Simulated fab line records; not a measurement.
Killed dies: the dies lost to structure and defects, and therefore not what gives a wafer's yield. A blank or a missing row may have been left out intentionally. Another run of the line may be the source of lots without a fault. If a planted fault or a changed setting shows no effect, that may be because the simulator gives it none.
A struck lot beside a sound one    flow nand_harc    13 out of 1302 route steps
Sound: the wafers L540.2, L540.4, L540.6. Struck: wafer L543.2 (left out: L543.3, L543.4 of the same lot, which were not struck); the cause appears at the end.
Each step with rows lists, per side, the tool, then ch with its chambers, then its first start. Under that, the readings that differ: sound wafers    struck wafers    difference of the means    sigmas: that difference in standard deviations of wafers without a fault.
alike: readings whose means differ by less than 2 such deviations, and words and numbers that are the same on both sides. not compared: withheld readings, readings that some wafer has no value for, bounds like >300 that may hide the same value, and numbers for which the record gives no deviation and whose values overlap.
The two part at a step that has a row with sigmas, a row that says differs or no value, or rows on one side only. When numbers do not overlap yet have no deviation, they are printed without sigmas and do not part them. A reading that every wafer of one side lacks parts them only if that side has two wafers or more.

first, 1 step without rows for these wafers: NHARC_A_WL_FILL_ANNEAL_08 (time 1800 s).
NHARC_A_WL_FILL_ALD_10: deposits SiO2, target thk 50 nm, pulse time 10 s, ald cycles 500.
  sound on ald_hk-02 ch 0,1,3, day 22 01:41; struck on ald_hk-01 ch 3, day 23 19:19
  alike: heater_power_w, precursor_pulse_height_rel, susceptor_temp_C
  not compared: ald_cycles, since_wet_clean_h
NHARC_A_WL_FILL_ETCHBACK_16: etches the open film in C4F8/O2/Ar, target depth 120 nm, time 24 s.
  sound on rie_diel-03 ch 1,2; struck on rie_diel-03 ch 2
  alike: oes_product_au, rf_vpp_V
  not compared: rf_hours_counter_h
then, 1 step without rows for these wafers: NHARC_A_WL_FILL_STRIP_29 (strips in O2, time 20 s).
NHARC_A_WL_FILL_ETCHBACK_17: etches the open film in Cl2/BCl3, target depth 4 nm, time 26.7 s.
  sound on rie_metal-01 ch 0,1, day 22 06:00; struck on rie_metal-01 ch 1, day 23 23:05
  alike: drypump_motor_current_A, oes_product_au
  not compared: rf_hours_counter_h
then, 3 steps without rows for these wafers: NHARC_A_WL_FILL_PRECLEAN_18 (cleans in dHF, time 30 s); NHARC_A_WL_FILL_SRD_21; NHARC_A_WL_FILL_CVD_23 (deposits poly-Si, target thk 40 nm, time 800 s).
NHARC_A_WL_FILL_ETCHBACK_26: etches the open film in HBr, target depth 52 nm, time 13.3 s.
  sound on rie_si-02 ch 1,3, day 22 11:12; struck on rie_si-01 ch 2, day 24 05:05
  alike: drypump_motor_current_A, oes_product_au, throttle_valve_pct
  not compared: rf_hours_counter_h
then, 2 steps without rows for these wafers: NHARC_A_WL_FILL_PRECLEAN_30 (cleans in dHF, time 10 s); NHARC_A_WL_FILL_SRD_14.
NHARC_A_WL_FILL_ALD_19: deposits TiN, target thk 2 nm, pulse time 3 s, ald cycles 100.
  sound on ald_metal-03 ch 0,1,2, day 22 11:29; struck on ald_metal-02 ch 2, day 24 05:22
reading     sound        struck  difference  sigmas
ald_cycles  100 100 100  93      -7          
  alike: heater_power_w, precursor_pulse_height_rel, susceptor_temp_C
  not compared: since_wet_clean_h
NHARC_A_WL_FILL_CVD_20: deposits W, target thk 100 nm, time 74 s.
  sound on cvd_w-01 ch 1; struck on cvd_w-02 ch 0
  alike: heater_power_w, mfc_h2_sccm, throttle_valve_pct
  not compared: since_wet_clean_h, susceptor_temp_C

## WHERE THEY PART
Nowhere in this record.

WHY: what had been put in by the simulator
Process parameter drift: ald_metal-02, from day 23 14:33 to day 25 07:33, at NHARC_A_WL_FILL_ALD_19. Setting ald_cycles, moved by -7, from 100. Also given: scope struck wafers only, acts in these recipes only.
